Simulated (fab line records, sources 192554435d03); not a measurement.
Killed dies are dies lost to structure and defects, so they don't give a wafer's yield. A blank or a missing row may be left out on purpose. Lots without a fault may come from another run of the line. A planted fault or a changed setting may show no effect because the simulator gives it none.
Which tool did it? | flow n5_finfet | 24 lots, 72 wafers sampled, at 2 steps of a route of 1938

WHAT THE GAUGES READ, wafer by wafer
N5_BEOL_M0_CUTY_OVL_MEAS_58. Usual: M0_ABLK_OVL -0.1 nm, standard deviation 0.63.
lot  | measured     | on         | M0_ABLK_OVL (nm) | flag
L074 | day 5 20:00  | overlay-02 | 0.8 -0.6 0.7     |
L075 | day 6 01:13  | overlay-01 | -0.3 0.5 0.0     |
L076 | day 6 06:05  | overlay-02 | 0.4 -0.2 0.1     |
L077 | day 6 09:50  | overlay-01 | -1.0 -1.0 -0.5   |
L078 | day 6 16:29  | overlay-02 | 0.3 0.2 -0.1     |
L079 | day 7 01:03  | overlay-02 | 0.0 1.0 -0.4     |
L080 | day 7 01:34  | overlay-01 | -0.4 -0.6 -0.1   |
L081 | day 7 13:33  | overlay-02 | -0.7 0.4 -0.9    |
L082 | day 8 00:38  | overlay-02 | -0.1 1.8 -0.7    |
L083 | day 8 08:26  | overlay-01 | 0.1 -0.1 -0.8    |
L084 | day 8 08:49  | overlay-01 | -1.1 -1.1 0.3    |
L085 | day 8 11:02  | overlay-02 | 0.4 0.2 0.3      |
L086 | day 8 20:12  | overlay-02 | -0.7 0.3 0.6     |
L087 | day 9 02:08  | overlay-01 | 0.8 0.2 0.6      |
L088 | day 9 06:19  | overlay-02 | -0.4 0.9 -0.2    |
L089 | day 9 11:10  | overlay-01 | -0.1 -0.3 -0.1   |
L090 | day 9 15:49  | overlay-01 | -0.1 -1.0 -0.1   |
L091 | day 9 21:22  | overlay-01 | -1.3 -1.9 -0.2   |
L092 | day 10 13:44 | overlay-01 | -0.7 -0.4 -0.6   |
L093 | day 10 14:24 | overlay-02 | -1.3 -0.2 0.2    |
L094 | day 10 16:33 | overlay-01 | 0.1 -0.4 -0.9    |
L095 | day 11 04:45 | overlay-01 | 0.8 0.3 0.8      |
L096 | day 11 05:58 | overlay-02 | -0.7 -1.0 0.2    |
L097 | day 11 12:02 | overlay-01 | -1.0 0.2 0.1     |

WHICH TOOL RAN EACH LOT (tool, then ch and the chambers of the sampled wafers, then the start)
lot  | N5_BEOL_M0_SAQP_CUT_ETCH_46
L074 | rie_diel-06 ch 1,2,3, day 5 18:45
L075 | rie_diel-06 ch 1,3, day 5 23:40
L076 | rie_diel-06 ch 0,1,2, day 6 04:36
L077 | rie_diel-02 ch 2,3, day 6 08:11
L078 | rie_diel-02 ch 0,1,2, day 6 15:14
L079 | rie_diel-03 ch 1,3, day 6 23:45
L080 | rie_diel-06 ch 0,1,3, day 7 00:19
L081 | rie_diel-02 ch 0,1,3, day 7 12:18
L082 | rie_diel-02 ch 0,1,2, day 7 23:28
L083 | rie_diel-03 ch 0,3, day 8 07:11
L084 | rie_diel-03 ch 0,1, day 8 07:31
L085 | rie_diel-02 ch 2,3, day 8 09:47
L086 | rie_diel-03 ch 0,2, day 8 19:05
L087 | rie_diel-06 ch 0,3, day 9 00:57
L088 | rie_diel-02 ch 0,1,2, day 9 04:59
L089 | rie_diel-03 ch 0,1,2, day 9 09:52
L090 | rie_diel-03 ch 0,1,2, day 9 14:31
L091 | rie_diel-02 ch 1,2,3, day 9 20:07
L092 | rie_diel-06 ch 0,2,3, day 10 12:31
L093 | rie_diel-03 ch 0,3, day 10 13:09
L094 | rie_diel-02 ch 2,3, day 10 15:18
L095 | rie_diel-02 ch 0,1,3, day 11 03:38
L096 | rie_diel-06 ch 1,2,3, day 11 04:43
L097 | rie_diel-03 ch 2,3, day 11 09:46
- N5_BEOL_M0_SAQP_CUT_ETCH_46: etches SOC in N2/H2, target depth 135 nm, overetch 27 nm, time 202.5 s.

WHAT THE TOOLS THEMSELVES READ (means of the sampled wafers that have a number; where no wafer has one, the mark that the record gives instead)
N5_BEOL_M0_SAQP_CUT_ETCH_46. Usual: drypump_motor_current_A 5.91 A, standard deviation 0.26; rf_vpp_V 524.2 V, standard deviation 2; showerhead_plenum_p_Torr 2.55 Torr, standard deviation 0.073; temp_c 40.00 C, standard deviation 0.11; throttle_valve_pct 17.74 %, standard deviation 0.24.
lot  | tool        | drypump_motor_current_A (A) | rf_vpp_V (V) | showerhead_plenum_p_Torr (Torr) | temp_c (C) | throttle_valve_pct (%) | flag
L074 | rie_diel-06 | 6.11                        | 524.6        | 2.53                            | 40.02      | 17.60                  |
L075 | rie_diel-06 | 6.02                        | 524.1        | 2.54                            | 40.00      | 17.80                  |
L076 | rie_diel-06 | 6.11                        | 524.9        | 2.58                            | 39.93      | 17.62                  |
L077 | rie_diel-02 | 6.03                        | 523.6        | 2.54                            | 39.96      | 17.75                  |
L078 | rie_diel-02 | 5.82                        | 525.8        | 2.58                            | 39.93      | 17.51                  |
L079 | rie_diel-03 | 5.57                        | 523.7        | 2.56                            | 40.01      | 17.97                  |
L080 | rie_diel-06 | 6.03                        | 524.6        | 2.59                            | 40.01      | 17.81                  |
L081 | rie_diel-02 | 5.86                        | 524.7        | 2.56                            | 39.90      | 17.54                  |
L082 | rie_diel-02 | 5.82                        | 524.5        | 2.57                            | 39.99      | 17.54                  |
L083 | rie_diel-03 | 5.79                        | 522.6        | 2.49                            | 39.90      | 17.75                  |
L084 | rie_diel-03 | 5.59                        | 522.5        | 2.49                            | 40.09      | 17.99                  |
L085 | rie_diel-02 | 6.01                        | 522.6        | 2.53                            | 40.03      | 17.67                  |
L086 | rie_diel-03 | 5.94                        | 523.4        | 2.53                            | 39.98      | 17.85                  |
L087 | rie_diel-06 | 5.79                        | 524.2        | 2.56                            | 40.02      | 18.05                  |
L088 | rie_diel-02 | 5.80                        | 525.1        | 2.57                            | 39.97      | 17.55                  |
L089 | rie_diel-03 | 5.72                        | 522.8        | 2.50                            | 40.07      | 17.93                  |
L090 | rie_diel-03 | 5.76                        | 522.9        | 2.50                            | 40.00      | 17.94                  |
L091 | rie_diel-02 | 6.04                        | 523.5        | 2.58                            | 40.06      | 17.62                  |
L092 | rie_diel-06 | 5.87                        | 524.3        | 2.55                            | 40.00      | 17.90                  |
L093 | rie_diel-03 | 5.77                        | 521.6        | 2.49                            | 40.07      | 17.78                  |
L094 | rie_diel-02 | 6.06                        | 522.9        | 2.52                            | 39.95      | 17.70                  |
L095 | rie_diel-02 | 5.89                        | 524.4        | 2.55                            | 40.02      | 17.59                  |
L096 | rie_diel-06 | 6.12                        | 524.3        | 2.51                            | 40.02      | 17.69                  |
L097 | rie_diel-03 | 5.98                        | 525.3        | 2.58                            | 39.91      | 17.87                  |

THE ANSWER, worked out from the rows above alone
Rule: a lot is off if the mean of its wafers that have a number lies more than 3 standard deviations from the usual mean. A lot without any number at a reading at which 4 lots or more have one is off too. The other lots that the step has rows for count as sound. The gauges are gone through in route order, then the tools' own readings, and for those a lot's mean is taken as printed above. The first step at which some lot is off is used, and at that step the reading that is off furthest; a lot without a number counts as furthest.
No lot is off at any reading shown: from this, nothing can be told.

WHAT THE SIMULATOR HAD PUT IN
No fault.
